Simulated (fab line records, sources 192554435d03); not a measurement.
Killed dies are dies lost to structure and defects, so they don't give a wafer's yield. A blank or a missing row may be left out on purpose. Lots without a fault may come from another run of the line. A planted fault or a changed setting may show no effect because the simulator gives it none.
Split-lot experiment | flow n5_finfet | 7 lots, 39 wafers read, on a route of 1938 steps

THE SPLIT
At N5_DUMMY_GATE_ETCH_31 (etches SiO2 in C4F6/O2, target depth 82.5 nm, time 27.5 s), the setting target_depth_a was moved away from the recipe's 825 angstrom on 18 of the 39 wafers read, by -10.9% to +10.4%. The other wafers ran this setting at the recipe's value.

The reading is taken at the split's own step.

THE READING
etch.depth_nm (the simulator's own value, which no gauge read), in nm, at N5_DUMMY_GATE_ETCH_31 (etches SiO2 in C4F6/O2, target depth 82.5 nm, time 27.5 s). The file gives no usual value for it. The 21 wafers here that ran the recipe average 81.94 nm, standard deviation 1.1 nm.

wafer  | tool, chamber at the split | target_depth_a as run, angstrom | against the recipe | etch.depth_nm, nm | against lot-mates on the recipe
L075.1 | rie_diel-02, 0             | 772.1                           | -6.4%              | 76.23             | -5.30
L075.2 | rie_diel-02, 2             | 772.1                           | -6.4%              | 77.45             | -4.08
L075.3 | rie_diel-02, 1             | 772.1                           | -6.4%              | 75.47             | -6.06
L075.4 | rie_diel-02, 3             | 825                             | recipe             | 81.11             | -
L075.5 | rie_diel-02, 0             | 825                             | recipe             | 82.18             | -
L075.6 | rie_diel-02, 3             | 825                             | recipe             | 81.29             | -
L081.1 | rie_diel-03, 1             | 825                             | recipe             | 81.59             | -
L081.2 | rie_diel-03, 3             | 759.9                           | -7.9%              | 75.9              | -6.24
L081.3 | rie_diel-03, 2             | 759.9                           | -7.9%              | 76.12             | -6.02
L081.4 | rie_diel-03, 0             | 825                             | recipe             | 82.2              | -
L081.5 | rie_diel-03, 0             | 759.9                           | -7.9%              | 74.94             | -7.20
L081.6 | rie_diel-03, 3             | 825                             | recipe             | 82.63             | -
L082.1 | rie_diel-03, 3             | 734.8                           | -10.9%             | 73.06             | -9.31
L082.2 | rie_diel-03, 0             | 825                             | recipe             | 81.01             | -
L082.3 | rie_diel-03, 2             | 734.8                           | -10.9%             | 73.49             | -8.88
L082.4 | rie_diel-03, 1             | 734.8                           | -10.9%             | 73.87             | -8.50
L082.5 | rie_diel-03, 1             | 825                             | recipe             | 82.89             | -
L082.6 | rie_diel-03, 2             | 825                             | recipe             | 83.22             | -
L083.1 | rie_diel-02, 3             | 825                             | recipe             | 81.61             | -
L083.2 | rie_diel-02, 0             | 910.6                           | +10.4%             | 89.48             | +8.59
L083.3 | rie_diel-02, 1             | 910.6                           | +10.4%             | 89                | +8.11
L083.4 | rie_diel-02, 1             | 825                             | recipe             | 80.1              | -
L083.5 | rie_diel-02, 0             | 825                             | recipe             | 80.97             | -
L083.6 | rie_diel-02, 3             | 910.6                           | +10.4%             | 89.7              | +8.81
L087.2 | rie_diel-02, 3             | 825                             | recipe             | 81.85             | -
L087.3 | rie_diel-02, 2             | 825                             | recipe             | 83.7              | -
L087.4 | rie_diel-02, 0             | 825                             | recipe             | 81.37             | -
L088.1 | rie_diel-02, 2             | 825                             | recipe             | 83.91             | -
L088.2 | rie_diel-02, 3             | 825                             | recipe             | 81.94             | -
L088.3 | rie_diel-02, 0             | 879.8                           | +6.6%              | 87.67             | +5.09
L088.4 | rie_diel-02, 1             | 879.8                           | +6.6%              | 85.9              | +3.32
L088.5 | rie_diel-02, 0             | 825                             | recipe             | 81.9              | -
L088.6 | rie_diel-02, 3             | 879.8                           | +6.6%              | 87.09             | +4.51
L090.1 | rie_diel-02, 3             | 896.6                           | +8.7%              | 88.47             | +6.75
L090.2 | rie_diel-02, 2             | 896.6                           | +8.7%              | 91.27             | +9.55
L090.3 | rie_diel-02, 0             | 825                             | recipe             | 80.98             | -
L090.4 | rie_diel-02, 1             | 825                             | recipe             | 80.23             | -
L090.5 | rie_diel-02, 1             | 896.6                           | +8.7%              | 86.42             | +4.70
L090.6 | rie_diel-02, 2             | 825                             | recipe             | 83.96             | -

THE FIT
A straight line over all 39 wafers: etch.depth_nm changes by +0.771 nm for each +1% of target_depth_a; r = +0.97; the points scatter about the line by 1.1 nm.
The same after taking each lot's own level away (the mean of its wafers on the recipe; 39 wafers): +0.798 nm for each +1%; r = +0.98; scatter 1 nm.
On that fit, the largest move of target_depth_a shifts the reading by 8.7 nm.
The lots' own levels span 80.893 to 82.583 nm, that is 1.6 times the standard deviation above.
So the lot-to-lot level changes the slope little: the two slopes agree.
Check: with one of the wafers moved furthest among these (-10.9%) left out of the fit, the line predicts -8.74 nm for it against its lot-mates. It came out at -9.31 nm against them.

OTHER SPLITS ON THESE WAFERS
These wafers also went through other splits before the reading. Each is held against what the fit with the lots' levels taken away leaves over:
other split on the same wafers    | wafers away from the commonest value | r with etch.depth_nm (lot level and that fit taken away)
N5_WELL_APT_IMPLANT_14 energy_kev | 12                                   | +0.00

THE FILE'S OWN FIT
etch.depth_nm changes by +0.798 nm for each +1% of target_depth_a, r = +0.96.
